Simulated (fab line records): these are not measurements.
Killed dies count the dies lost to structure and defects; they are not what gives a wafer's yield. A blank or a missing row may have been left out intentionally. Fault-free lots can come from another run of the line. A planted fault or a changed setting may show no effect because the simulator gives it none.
fab line records ; flow n5-finfet
[record] lots = 6; wafers = 18; last-day = 16
route steps=1938 shown BEOL_M3@988 BEOL_M4@1021 PASSIVATION@1936
lots that met no fault: from a run of the same line without faults
start-h: hours from the record's first day to the start of the lot's first wafer shown ; wait-h: hours since the lot's step before ; " the same as in the row above ; L1.1+2: one row covering several wafers at once ; - value missing, or start not given ; * or withheld: withheld ; < > ~ a bound
route shown NAME@n: a module of which the file shows steps, and the number in the route of the first ; usual: the fault-free wafers' mean and standard deviation ; same: alike in all rows ; chamber/n: place in a boat ; sites: the reading at each site ; _std_site: standard deviation of those values ; _edge_site: mean of outer sites minus mean of inner sites ; radius-mm: how far each site lies from the wafer's centre ; mask NAME#n: copy n ; behind: the most recent tool/chamber to have shaped the wafer ; hold: why the lot was held/for how many hours/how that ended ; device: the n, p or np transistor that did not switch ; end of line: tests run on the same wafers once the route is complete ; where a step has no rows: the recipe by itself ; killed: dies that structure and defects cost at the first sort, which is not the same as the wafer's yield ; map: shows each die of a wafer: x if killed, . if not, _ if none is there
set.NAME: the setting that was run; set.NAME@STEP: the one run at that earlier step ; model.NAME: the simulator's own value behind a step, which no gauge read
certain route steps with their lots: each step a table, each wafer a row
services: a tool's chamber out of use, with start hour (start-h, from the record's first day; less than 0 if before it), hours out, and reason
[[steps]]
[step N5_BEOL_M3_CD_MEAS_35]
[recipe] target-cd-nm = 18; target-cd-y-nm = 21; polarity = opening
[usual] cd-nm = 18.2/0.51
lot.wafer;tool;chamber;start-h;wait-h;cd-nm
L614.3;cd-sem-03;-;168.70;0.0;17.6
L614.4;cd-sem-03;-;168.70;0.0;18.0
L614.5;cd-sem-03;-;168.70;0.0;18.1
L613.1;cd-sem-02;-;171.48;0.0;17.5
L613.2;cd-sem-02;-;171.48;0.0;18.5
L613.5;cd-sem-02;-;171.48;0.0;18.6
L619.1;cd-sem-03;-;198.03;0.0;17.8
L619.2;cd-sem-03;-;198.03;0.0;18.3
L619.5;cd-sem-03;-;198.03;0.0;17.8
L621.1;cd-sem-01;-;212.78;0.0;18.5
L621.5;cd-sem-01;-;212.78;0.0;18.3
L621.6;cd-sem-01;-;212.78;0.0;18.7
L626.2;cd-sem-02;-;247.20;0.0;17.8
L626.5;cd-sem-02;-;247.20;0.0;17.7
L626.6;cd-sem-02;-;247.20;0.0;18.2
L627.3;cd-sem-03;-;251.85;0.0;17.7
L627.4;cd-sem-03;-;251.85;0.0;17.7
L627.5;cd-sem-03;-;251.85;0.0;18.3
[step N5_BEOL_M3_DEGAS_44]
[recipe] ambient = vacuum; temp-c = 250; time-s = 60
[step N5_BEOL_M3_PRE_CLEAN_45]
[recipe] gas = H2/He; time-s = 30; temp-c = 250
[step N5_BEOL_M3_ALD_84]
[recipe] material = TaN; target-thk-a = *; temp-c = 275; ald-precursor-family = PDMAT; ald-co-reactant = NH3; pressure-torr = 3; carrier-flow-sccm = 1500; pulse-time-s = 2; purge-time-s = 3; co-reactant-purge-time-s = 2; co-reactant-pulse-time-s = 3; ald-cycles = 30; precursor-vessel-temp-c = 75; precursor-vessel-pressure-torr = 26.25; precursor-vessel-carrier-sccm = 1000
[step N5_BEOL_M3_SURFACE_TREAT_85]
[recipe] gas = Ar; time-s = *; ion-energy-ev = *; ion-current-ma-cm2 = 0.5; pressure-mtorr = *; ar-flow-sccm = 30
[step N5_BEOL_M3_CVD_47]
[recipe] material = Co; target-thk-a = 30; temp-c = withheld; precursor = CCTBA/H2; pressure-torr = 30; time-s = 223.8
[step N5_BEOL_M3_SPUTTER_48]
[recipe] material = Cu; target-thk-a = 45; temp-c = -20; chamber-pressure-pa = 0.07; power-w = withheld; time-s = 8.29
[step N5_BEOL_M3_ANNEAL_49]
[recipe] temp-c = 400; time-s = 240; ambient = vacuum
[usual] heater-power-w = 811/81; susceptor-temp-C = 399.99/0.23
lot.wafer;tool;chamber;start-h;wait-h;heater-power-w;susceptor-temp-C
L614.3;pvd-sputter-02;-;169.89;0.0;984;400.20
L614.4;pvd-sputter-02;-;169.89;0.0;774;399.71
L614.5;pvd-sputter-02;-;169.89;0.0;903;400.20
L613.1;pvd-sputter-03;-;172.69;0.0;672;399.96
L613.2;pvd-sputter-03;-;172.69;0.0;828;399.99
L613.5;pvd-sputter-03;-;172.69;0.0;665;400.29
L619.1;pvd-sputter-01;-;199.10;0.0;752;399.89
L619.2;pvd-sputter-01;-;199.10;0.0;761;400.06
L619.5;pvd-sputter-01;-;199.10;0.0;884;400.00
L621.1;pvd-sputter-03;-;213.97;0.0;810;400.10
L621.5;pvd-sputter-03;-;213.97;0.0;818;400.08
L621.6;pvd-sputter-03;-;213.97;0.0;731;399.72
L626.2;pvd-sputter-03;-;248.39;0.0;743;399.45
L626.5;pvd-sputter-03;-;248.39;0.0;823;400.19
L626.6;pvd-sputter-03;-;248.39;0.0;747;399.88
L627.3;pvd-sputter-03;-;253.04;0.0;854;399.83
L627.4;pvd-sputter-03;-;253.04;0.0;741;399.85
L627.5;pvd-sputter-03;-;253.04;0.0;851;399.94
[step N5_BEOL_M3_SPUTTER_79]
[recipe] material = Cu; target-thk-a = 45; temp-c = -20; chamber-pressure-pa = 0.07; power-w = withheld; time-s = 8.29
[step N5_BEOL_M3_ANNEAL_80]
[recipe] temp-c = 400; time-s = 240; ambient = vacuum
[step N5_BEOL_M3_SPUTTER_81]
[recipe] material = Cu; target-thk-a = 45; temp-c = -20; chamber-pressure-pa = 0.07; power-w = withheld; time-s = 8.29
[step N5_BEOL_M3_ANNEAL_82]
[recipe] temp-c = 400; time-s = 240; ambient = vacuum
[step N5_BEOL_M3_SPUTTER_86]
[recipe] material = Cu; target-thk-a = 45; temp-c = -20; chamber-pressure-pa = 0.07; power-w = withheld; time-s = 8.29
[usual] susceptor-temp-C = -20.01/0.1; throttle-valve-pct = 30.1/0.91
lot.wafer;tool;chamber;start-h;wait-h;susceptor-temp-C;throttle-valve-pct
L614.3;pvd-sputter-02;-;170.47;0.1;-20.11;28.3
L614.4;pvd-sputter-02;-;170.47;0.1;-19.99;29.9
L614.5;pvd-sputter-02;-;170.47;0.1;-19.94;30.3
L613.1;pvd-sputter-03;-;173.27;0.1;-20.01;30.2
L613.2;pvd-sputter-03;-;173.27;0.1;-20.05;30.5
L613.5;pvd-sputter-03;-;173.27;0.1;-20.17;30.3
L619.1;pvd-sputter-01;-;199.68;0.1;-19.88;29.9
L619.2;pvd-sputter-01;-;199.68;0.1;-19.93;28.0
L619.5;pvd-sputter-01;-;199.68;0.1;-20.22;31.0
L621.1;pvd-sputter-03;-;214.55;0.1;-19.98;30.5
L621.5;pvd-sputter-03;-;214.55;0.1;-19.78;30.5
L621.6;pvd-sputter-03;-;214.55;0.1;-20.04;30.2
L626.2;pvd-sputter-03;-;248.97;0.1;-20.04;30.4
L626.5;pvd-sputter-03;-;248.97;0.1;-20.07;30.4
L626.6;pvd-sputter-03;-;248.97;0.1;-19.95;30.1
L627.3;pvd-sputter-03;-;253.62;0.1;-19.92;31.1
L627.4;pvd-sputter-03;-;253.62;0.1;-20.03;30.2
L627.5;pvd-sputter-03;-;253.62;0.1;-20.04;30.3
[step N5_BEOL_M3_ANNEAL_87]
[recipe] temp-c = 400; time-s = 240; ambient = vacuum
[step N5_BEOL_M3_SPUTTER_88]
[recipe] material = Cu; target-thk-a = 45; temp-c = -20; chamber-pressure-pa = 0.07; power-w = withheld; time-s = 8.29
[usual] susceptor-temp-C = -20.00/0.1; throttle-valve-pct = 30.1/0.93
lot.wafer;tool;chamber;start-h;wait-h;susceptor-temp-C;throttle-valve-pct
L614.3;pvd-sputter-02;-;170.69;0.1;-20.08;28.4
L614.4;pvd-sputter-02;-;170.69;0.1;-19.92;29.9
L614.5;pvd-sputter-02;-;170.69;0.1;-20.16;30.4
L613.1;pvd-sputter-03;-;173.49;0.1;-19.93;30.2
L613.2;pvd-sputter-03;-;173.49;0.1;-19.94;30.2
L613.5;pvd-sputter-03;-;173.49;0.1;-20.03;30.2
L619.1;pvd-sputter-01;-;199.90;0.1;-20.07;29.9
L619.2;pvd-sputter-01;-;199.90;0.1;-20.11;28.3
L619.5;pvd-sputter-01;-;199.90;0.1;-20.08;31.0
L621.1;pvd-sputter-03;-;214.77;0.1;-19.90;30.3
L621.5;pvd-sputter-03;-;214.77;0.1;-19.88;30.4
L621.6;pvd-sputter-03;-;214.77;0.1;-19.96;30.4
L626.2;pvd-sputter-03;-;249.19;0.1;-19.96;30.6
L626.5;pvd-sputter-03;-;249.19;0.1;-20.03;30.2
L626.6;pvd-sputter-03;-;249.19;0.1;-20.12;30.5
L627.3;pvd-sputter-03;-;253.84;0.1;-20.10;31.2
L627.4;pvd-sputter-03;-;253.84;0.1;-20.08;30.1
L627.5;pvd-sputter-03;-;253.84;0.1;-19.95;30.4
[step N5_BEOL_M3_ANNEAL_89]
[recipe] temp-c = 400; time-s = 240; ambient = vacuum
[step N5_BEOL_M3_SPUTTER_90]
[recipe] material = Cu; target-thk-a = 45; temp-c = -20; chamber-pressure-pa = 0.07; power-w = withheld; time-s = 8.29
[step N5_BEOL_M3_ANNEAL_91]
[recipe] temp-c = 400; time-s = 240; ambient = vacuum
[step N5_BEOL_M3_SPUTTER_92]
[recipe] material = Cu; target-thk-a = 45; temp-c = -20; chamber-pressure-pa = 0.07; power-w = withheld; time-s = 8.29
[step N5_BEOL_M3_ANNEAL_93]
[recipe] temp-c = 400; time-s = 240; ambient = vacuum
[step N5_BEOL_M3_SPUTTER_94]
[recipe] material = Cu; target-thk-a = 45; temp-c = -20; chamber-pressure-pa = 0.07; power-w = withheld; time-s = 8.29
[step N5_BEOL_M3_ANNEAL_95]
[recipe] temp-c = 400; time-s = 240; ambient = vacuum
[step N5_BEOL_M3_SPUTTER_96]
[recipe] material = Cu; target-thk-a = 45; temp-c = -20; chamber-pressure-pa = 0.07; power-w = withheld; time-s = 8.29
[usual] susceptor-temp-C = -20.01/0.11; throttle-valve-pct = 30.1/0.93
lot.wafer;tool;chamber;start-h;wait-h;susceptor-temp-C;throttle-valve-pct
L614.3;pvd-sputter-02;-;171.57;0.1;-20.05;28.3
L614.4;pvd-sputter-02;-;171.57;0.1;-20.05;29.9
L614.5;pvd-sputter-02;-;171.57;0.1;-19.91;30.6
L613.1;pvd-sputter-03;-;174.37;0.1;-19.86;30.1
L613.2;pvd-sputter-03;-;174.37;0.1;-19.99;30.5
L613.5;pvd-sputter-03;-;174.37;0.1;-20.26;29.9
L619.1;pvd-sputter-01;-;200.78;0.1;-19.78;29.9
L619.2;pvd-sputter-01;-;200.78;0.1;-19.94;28.2
L619.5;pvd-sputter-01;-;200.78;0.1;-20.14;31.2
L621.1;pvd-sputter-03;-;215.65;0.1;-19.78;30.4
L621.5;pvd-sputter-03;-;215.65;0.1;-19.91;30.4
L621.6;pvd-sputter-03;-;215.65;0.1;-19.95;30.1
L626.2;pvd-sputter-03;-;250.07;0.1;-19.95;30.4
L626.5;pvd-sputter-03;-;250.07;0.1;-20.08;30.3
L626.6;pvd-sputter-03;-;250.07;0.1;-19.94;30.2
L627.3;pvd-sputter-03;-;254.72;0.1;-20.10;31.2
L627.4;pvd-sputter-03;-;254.72;0.1;-19.85;30.2
L627.5;pvd-sputter-03;-;254.72;0.1;-20.25;30.2
[step N5_BEOL_M3_ECD_50]
[recipe] material = Cu; target-thk-a = 3000
[step N5_BEOL_M3_ANNEAL_51]
[recipe] temp-c = 225; time-s = 90; ambient = N2
[step N5_BEOL_M3_CMP_52]
[recipe] stop-on = SiOC; t-overpolish-s = 6.8; down-force-psi = 1; platen-rpm = 50; clearing-platen-down-force-psi = 1.5; clearing-platen-rpm = 50; post-cmp-clean = cu-alkaline; target-thk-nm = 40; clearing-platen-pad-velocity-m-s = 0.99484; pad-velocity-m-s = 0.99484
[usual] barrier-field-endpoint-s = 24.4/0.84; clearing-platen-rpm = 49.999/0.029; motor-current-A = 6.3/0.6; overpolish-run-s = 6.799/0.009; time-to-endpoint-s = 63/4.7
lot.wafer;tool;chamber;start-h;wait-h;barrier-field-endpoint-s;clearing-platen-rpm;motor-current-A;overpolish-run-s;time-to-endpoint-s
L614.4;cmp-04;3;172.46;0.3;24.6;49.973;6.0;6.800;64
L614.3;cmp-04;0;172.46;0.3;24.1;49.970;7.2;6.803;64
L614.5;cmp-04;2;172.46;0.3;24.5;50.060;6.3;6.787;62
L613.2;cmp-01;2;174.91;0.3;24.4;50.004;6.6;6.796;61
L613.1;cmp-01;0;174.91;0.3;25.0;50.011;6.8;6.795;68
L613.5;cmp-01;2;174.91;0.3;25.1;50.025;6.8;6.802;67
L619.2;cmp-02;2;201.31;0.2;25.1;50.010;6.5;6.783;65
L619.1;cmp-02;0;201.31;0.2;25.1;49.981;6.2;6.785;65
L619.5;cmp-02;2;201.31;0.2;24.8;49.982;6.8;6.796;64
L621.1;cmp-04;1;216.52;0.6;22.9;50.022;7.4;6.786;56
L621.5;cmp-04;2;216.52;0.6;23.7;50.017;6.8;6.784;61
L621.6;cmp-04;3;216.52;0.6;24.6;49.950;5.9;6.809;59
L626.2;cmp-02;3;250.68;0.3;25.4;50.001;6.6;6.787;65
L626.5;cmp-02;0;250.68;0.3;24.3;50.055;6.4;6.811;62
L626.6;cmp-02;1;250.68;0.3;24.6;49.970;5.7;6.782;62
L627.4;cmp-01;3;255.22;0.1;23.3;50.049;5.1;6.795;54
L627.3;cmp-01;1;255.22;0.1;23.2;50.020;6.6;6.797;61
L627.5;cmp-01;3;255.22;0.1;22.9;49.993;4.9;6.814;57
[step N5_BEOL_M3_PRE_CLEAN_60]
[recipe] gas = NH3/H2; time-s = 15; temp-c = *; rf-power-w = 300
[step N5_BEOL_M3_CO_CAP_55]
[recipe] material = Co; target-thk-a = 20; temp-c = 200; precursor = CCTBA/H2; pressure-torr = 30; time-s = 102.1
[step N5_BEOL_M3_PRE_CLEAN_56]
[recipe] gas = NH3; time-s = 15; temp-c = withheld; rf-power-w = 300
[step N5_BEOL_M3_DEP_57]
[recipe] material = SiCN; target-thk-a = 80; temp-c = withheld; precursor = 3MS/NH3; pressure-torr = 3; rf-w = 202; time-s = 14
[step N5_BEOL_M3_RS_MEAS_58]
[recipe] thk-meas-gauge = four-point-probe; reads = Co_of_BEOL_M3_CO_CAP_55+Cu_of_BEOL_M3_ECD_50+Co_of_BEOL_M3_CVD_47+TaN_of_BEOL_M3_ALD_84
[usual] M3_RS = 0.69/0.046
lot.wafer;tool;chamber;start-h;wait-h;M3_RS[ohm/sq]
L614.3;film-metro-01;-;172.95;0.1;0.72
L614.4;film-metro-01;-;172.95;0.1;0.75
L614.5;film-metro-01;-;172.95;0.1;0.73
L613.1;film-metro-02;-;175.52;0.0;0.68
L613.2;film-metro-02;-;175.52;0.0;0.63
L613.5;film-metro-02;-;175.52;0.0;0.61
L619.1;film-metro-02;-;201.83;0.0;0.71
L619.2;film-metro-02;-;201.83;0.0;0.65
L619.5;film-metro-02;-;201.83;0.0;0.62
L621.1;film-metro-01;-;216.97;0.0;0.68
L621.5;film-metro-01;-;216.97;0.0;0.65
L621.6;film-metro-01;-;216.97;0.0;0.67
L626.2;film-metro-02;-;251.12;0.1;0.69
L626.5;film-metro-02;-;251.12;0.1;0.69
L626.6;film-metro-02;-;251.12;0.1;0.65
L627.3;film-metro-01;-;255.78;0.1;0.73
L627.4;film-metro-01;-;255.78;0.1;0.68
L627.5;film-metro-01;-;255.78;0.1;0.76
[step N5_BEOL_M4_ILD_DEP_00]
[recipe] material = SiOC; target-thk-a = 790; temp-c = 350; precursor = DEMS/O2; pressure-torr = 5; rf-w = 500; time-s = 15.3
[step N5_BEOL_M4_THK_MEAS_01]
[recipe] reads = SiOC_of_BEOL_M4_ILD_DEP_00
[usual] M4_ILD_THK = 78.9/1
lot.wafer;tool;chamber;start-h;wait-h;M4_ILD_THK[nm]
L614.3;film-metro-02;-;173.08;0.1;80.0
L614.4;film-metro-02;-;173.08;0.1;81.5
L614.5;film-metro-02;-;173.08;0.1;79.7
L613.1;film-metro-01;-;175.67;0.1;78.7
L613.2;film-metro-01;-;175.67;0.1;77.5
L613.5;film-metro-01;-;175.67;0.1;79.6
L619.1;film-metro-02;-;201.96;0.0;78.9
L619.2;film-metro-02;-;201.96;0.0;78.8
L619.5;film-metro-02;-;201.96;0.0;79.2
L621.1;film-metro-02;-;217.11;0.1;76.8
L621.5;film-metro-02;-;217.11;0.1;79.0
L621.6;film-metro-02;-;217.11;0.1;78.5
L626.2;film-metro-02;-;251.25;0.1;79.1
L626.5;film-metro-02;-;251.25;0.1;80.6
L626.6;film-metro-02;-;251.25;0.1;78.6
L627.3;film-metro-01;-;255.91;0.1;77.5
L627.4;film-metro-01;-;255.91;0.1;80.3
L627.5;film-metro-01;-;255.91;0.1;80.3
[step N5_BEOL_M4_PECVD_72]
[recipe] material = SiO2; target-thk-a = 160; temp-c = 400; precursor = TEOS/O2; pressure-torr = 5.5; rf-w = 450; teos-flow-sccm = 53.8; gas = O2; flow-sccm = 3000; time-s = 18
[usual] heater-power-w = 650/64; showerhead-plenum-p-Torr = 8.76/0.048; susceptor-temp-C = 400.03/0.19; throttle-valve-pct = 23.0/1.5
lot.wafer;tool;chamber;start-h;wait-h;heater-power-w;showerhead-plenum-p-Torr;susceptor-temp-C;throttle-valve-pct
L614.3;pecvd-04;2;173.14;0.1;653;8.70;399.91;22.1
L614.4;pecvd-04;0;173.14;0.1;588;8.64;400.47;22.7
L614.5;pecvd-04;0;173.14;0.1;579;8.62;400.45;22.7
L613.1;pecvd-03;1;175.70;0.0;531;8.74;400.11;23.6
L613.2;pecvd-03;0;175.70;0.0;767;8.80;399.98;23.8
L613.5;pecvd-03;0;175.70;0.0;785;8.81;400.03;23.4
L619.1;pecvd-02;0;202.00;0.0;668;8.71;400.15;24.4
L619.2;pecvd-02;1;202.00;0.0;595;8.75;399.99;24.6
L619.5;pecvd-02;2;202.00;0.0;619;8.77;399.94;21.9
L621.1;pecvd-03;1;217.15;0.0;669;8.76;400.22;23.6
L621.5;pecvd-03;2;217.15;0.0;597;8.80;400.13;20.4
L621.6;pecvd-03;1;217.15;0.0;667;8.79;399.96;23.8
L626.2;pecvd-02;2;251.28;0.0;725;8.78;400.32;21.9
L626.5;pecvd-02;1;251.28;0.0;612;8.75;400.02;24.3
L626.6;pecvd-02;0;251.28;0.0;583;8.73;399.88;24.3
L627.3;pecvd-03;1;255.95;0.0;546;8.78;400.08;23.7
L627.4;pecvd-03;0;255.95;0.0;788;8.81;399.99;23.8
L627.5;pecvd-03;2;255.95;0.0;647;8.82;400.13;20.2
[step N5_BEOL_M4_HM_DEP_02]
[recipe] material = TiN; target-thk-a = 200; temp-c = 25; chamber-pressure-pa = 0.49996
[step N5_BEOL_M4_COAT_61]
[recipe] resist = SOC; temp-c = 250; time-s = 60; spin-rpm = 1500; resist-thk-nm = 60
[step N5_BEOL_M4_COAT_62]
[recipe] resist = SiARC; temp-c = 220; time-s = 60; spin-rpm = 1500; resist-thk-nm = 12
[step N5_BEOL_M4_COAT_73]
[recipe] resist = underlayer; temp-c = 205; time-s = 60; spin-rpm = 1500; resist-thk-nm = 5
[step N5_BEOL_M4_COAT_05]
[recipe] resist = CAR-EUV; spin-rpm = 1500; resist-thk-nm = 30
[step N5_BEOL_M4_EBR_07]
[recipe] solvent = PGMEA; ebr-width-mm = 1.5
[step N5_PASSIVATION_PROBE_49]
[usual] defect-limited-yield = 91.1/1.4; killed_at_M0_to_M3 = 34/11; killed_at_M4_up = 14/5.6; killed-at-contacts = 13/5.9; killed-at-front-end = 40/11; killed-at-other = 4/3.1; killed-dies = 105/16; killed-open = 68/11; killed-short = 34/8.4; sort_bin_5_function = 5.2/0.86; sort_bin_6_memory = 3.2/0.7; sort-n-pass = 1074/21; sort-yield-pct = 91.0/1.8
[same] gross-dies = 1180; killed-at-back-side = 0; sort_bin_4_leakage[%] = 0; sort_bin_8_speed[%] = 0
lot.wafer;tool;chamber;start-h;wait-h;defect-limited-yield[%];killed_at_M0_to_M3;killed_at_M4_up;killed-at-contacts;killed-at-front-end;killed-at-other;killed-dies;killed-open;killed-short;sort_bin_5_function[%];sort_bin_6_memory[%];sort-n-pass;sort-yield-pct[%]
L614.3;prober-02;-;295.48;0.1;90.3;39;7;10;55;4;115;67;41;4.5;4.1;1065;90.3
L614.4;prober-02;-;295.53;0.2;90.2;30;21;11;44;10;116;82;34;5.3;4.5;1064;90.2
L614.5;prober-02;-;295.58;0.2;90.3;31;13;18;50;3;115;69;46;5.3;4.2;1065;90.3
L626.2;prober-02;-;380.93;0.1;82.4;143;12;9;40;4;208;74;33;11.6;4.4;972;82.4
L626.5;prober-02;-;381.08;0.2;82.5;127;11;9;46;13;206;80;42;11.6;4.6;974;82.5
L626.6;prober-02;-;381.13;0.3;82.7;138;10;12;37;7;204;68;36;11.9;4.0;976;82.7
L627.3;prober-02;-;381.57;0.1;85.8;120;16;12;19;0;167;57;18;9.4;3.5;1013;85.8
L627.4;prober-02;-;381.62;0.2;83.2;129;15;12;41;1;198;71;32;10.3;4.3;982;83.2
L627.5;prober-02;-;381.67;0.2;86.5;94;16;9;38;2;159;50;23;9.4;3.0;1021;86.5
// killed by level:class
L614.3 FIN_SAQP:geometric-particle:open=12 BEOL_M2:geometric-particle:open=9 GATE_CUT:geometric-particle:short=8 BEOL_M0_SAQP:geometric-particle:short=8 STI_FIN_REVEAL:geometric-particle:open=7 MOL_CONTACT_COAG:geometric-particle:open=7 HKMG_FIN:area-etch=7 FIN_SAQP:geometric-particle:short=6
L614.4 FIN_SAQP:geometric-particle:open=17 MOL_CONTACT_COAG:geometric-particle:open=10 BEOL_M4:geometric-particle:open=9 BEOL_M2:geometric-particle:open=8 FIN_SAQP:geometric-particle:short=7 BEOL_M0_SAQP:geometric-particle:open=7 BEOL_M0_SAQP:geometric-particle:short=5 MIM_TOP_ETCH:geometric-particle:open=4
L614.5 MOL_CONTACT_COAG:geometric-particle:open=14 FIN_SAQP:geometric-particle:open=10 FIN_SAQP:geometric-particle:short=9 BEOL_M2:geometric-particle:open=9 GATE_CUT:geometric-particle:short=7 BEOL_M0_SAQP:geometric-particle:short=7 DUMMY_GATE:geometric-particle:open=6 BEOL_M0_SAQP:geometric-particle:open=5
L626.2 BEOL_M3:unspecified=99 BEOL_M0_SAQP:geometric-particle:short=13 BEOL_M0_SAQP:geometric-particle:open=9 STI_FIN_REVEAL:geometric-particle:open=8 BEOL_M1:geometric-particle:open=8 FIN_SAQP:geometric-particle:open=7 DUMMY_GATE:geometric-particle:open=7 MOL_CONTACT_COAG:geometric-particle:open=5
L626.5 BEOL_M3:unspecified=78 BEOL_M0_SAQP:geometric-particle:short=15 BEOL_M0_SAQP:geometric-particle:open=15 BEOL_M2:geometric-particle:open=11 FIN_SAQP:geometric-particle:open=10 MOL_CONTACT_COAG:geometric-particle:open=9 FIN_SAQP:geometric-particle:short=8 STI_FIN_REVEAL:geometric-particle:open=5
L626.6 BEOL_M3:unspecified=96 MOL_CONTACT_COAG:geometric-particle:open=12 BEOL_M0_SAQP:geometric-particle:short=11 BEOL_M2:geometric-particle:open=10 FIN_SAQP:geometric-particle:open=9 BEOL_M0_SAQP:geometric-particle:open=9 BEOL_M1:geometric-particle:open=9 GATE_CUT:geometric-particle:short=5
L627.3 BEOL_M3:unspecified=90 MOL_CONTACT_COAG:geometric-particle:open=10 STI_FIN_REVEAL:geometric-particle:open=8 BEOL_M4:geometric-particle:open=7 BEOL_M0_SAQP:geometric-particle:short=6 BEOL_M0_SAQP:geometric-particle:open=5 BEOL_M1:geometric-particle:open=5 BEOL_M5:geometric-particle:open=5
L627.4 BEOL_M3:unspecified=87 BEOL_M0_SAQP:geometric-particle:short=13 FIN_SAQP:geometric-particle:open=11 STI_FIN_REVEAL:geometric-particle:open=9 MOL_CONTACT_COAG:geometric-particle:open=9 BEOL_M0_SAQP:geometric-particle:open=8 BEOL_M2:geometric-particle:open=7 BEOL_M5:geometric-particle:open=7
L627.5 BEOL_M3:unspecified=82 STI_FIN_REVEAL:geometric-particle:open=10 FIN_SAQP:geometric-particle:open=8 MOL_CONTACT_COAG:geometric-particle:open=8 BEOL_M4:geometric-particle:open=8 FIN_SAQP:geometric-particle:short=6 STARTING-WAFER:geometric-particle:short=4 DUMMY_GATE:geometric-particle:open=3
// map L626.2 (x killed, . not)
_________________............________________
______________......x.x........._____________
___________................xx....x.__________
__________.........x................_________
________..........x.x.......x........._______
_______.x.x.......................x....______
______................x.....x....x......_____
_____............................x.......____
____....x...........x.x............x......___
___......................x.x...............__
___.....x..x.x.....x......x..x......x......__
__.........x......x.x....x....x...x......x.._
__.................x...x..xxx.xx..xxx..x...._
_....x.......x.x......x..xxxxxx.xxxx.........
_....x..............x..xx.xx.xx.xxx.x.x..x...
_.x..........xx.........xxxxxxxxxx...........
_........x......x.....xxxxxxxxxxxxx..........
_....x........x......x.xxxxxxxxxxx.xx........
_.......x.x............xxxxxxx.xxx...........
_.....................xxxxxxxxxxxx..x........
_..........x........x.xxxxxxxxxxx..x.........
__..x...x................x..x.x...x.......xx_
__..........................x....x.........._
___.....x....xx..x.......x....xx...x.x.....__
___......xxx....x....x..xx.x...x...........__
____...........x......................x...___
_____.............x..x.............x.....____
______........x.x..x.......x............_____
_______....x.......x........x......x...______
________.........x.................xx._______
__________.......................x.._________
___________................x...x...__________
______________x....x..x........._____________
_________________............________________
// map L627.4 (x killed, . not)
_________________......x.....________________
______________.................._____________
___________....x........x..........__________
__________x.........x..............._________
________..x........................x.._______
_______.......x..x...xx......x..x......______
______..........x...................x..._____
_____.............................x......____
____x........x............x..x............___
___....x.....x.................x...........__
___....................x..........x.......x__
__...x..................xx.x....x..x......x._
__.......x...x..x....xx..x.x...xxx.....x...._
_x..........x...........xxx.xx..xx..x........
_................xxx...x.xxxx.x.x....x.......
_.....xx.......x..x....xxxxxxxxxx.x.......xx.
_.x.............x....xxxxxxxxxxxxx...........
_xxx.......x.x.....x...xxxxxxxxxxxxx..x..x...
_...........x...........xxxxxxxxxx...........
_.........x.....xx....xxxxxxxxxx..x.x........
_x...............x.......xxxxxxx.x..x.....x..
__...x................xxx..xxxxxx..x........_
__...............x.........................._
___..............x.......x.................__
___...........x..x......x...........x......__
____................x..x...x..............___
_____..............x.x.....x............x____
______.........xx..x...............x...._____
_______.x................xx..x......xxx______
________...x.............x............_______
__________.......................x.._________
___________.....x..................__________
______________.................._____________
_________________x.........x.________________
[[services]]
tool;chamber;start-h;hours;kind
cmp-04;-;146.43;-;consumable-replace:conditioner
cmp-04;-;146.43;-;consumable-replace:pad
cmp-02;-;153.93;0.7;repair
pecvd-02;2;155.76;2.1;scheduled-down
pecvd-04;0;157.64;2.1;scheduled-down
cmp-01;-;158.35;4.3;pm
cmp-01;-;166.41;7.5;pm
pecvd-04;1;171.87;21.9;repair
cmp-04;-;173.15;2.0;repair
cmp-04;-;176.37;6.5;pm
pvd-sputter-02;-;177.90;0.7;repair
cmp-04;-;183.67;2.0;repair
cmp-02;-;194.72;1.6;repair
cmp-01;-;196.79;4.5;repair
cmp-02;-;211.88;4.0;pm
cmp-02;-;215.88;-;consumable-replace:conditioner
cmp-02;-;215.88;-;consumable-replace:pad
cmp-01;-;218.68;1.2;repair
cmp-01;-;227.42;4.0;pm
cmp-04;-;230.79;1.2;repair
cmp-01;-;231.42;-;consumable-replace:conditioner
cmp-01;-;231.42;-;consumable-replace:pad
cmp-04;-;244.92;0.5;repair
cmp-02;-;248.49;1.5;repair
[[key]]
[first-sign] step = N5_PASSIVATION_PROBE_49; reading = killed_at_M0_to_M3; direction = up; sigmas = 8.1; usual = 34; struck = 125
[effect] step = N5_PASSIVATION_PROBE_49; reading = defect-limited-yield; direction = down; sigmas = 5.2; usual = 91.1; struck = 83.9
[more-kills-born-at] N5_BEOL_M3_SPUTTER_86@pvd-sputter-03 = 532
met-at N5_BEOL_M3_SPUTTER_86
struck-wafers L626.2,L626.5,L626.6,L627.3,L627.4,L627.5
onset-between 214.55 248.97
also-fits time
[fault] kind = chamber-particle-source; tool = pvd-sputter-03; chamber = -; onset-h = 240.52; steps = N5_BEOL_M3_SPUTTER_86; rate-per-visit-cm2 = 0.44447; end-h = 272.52
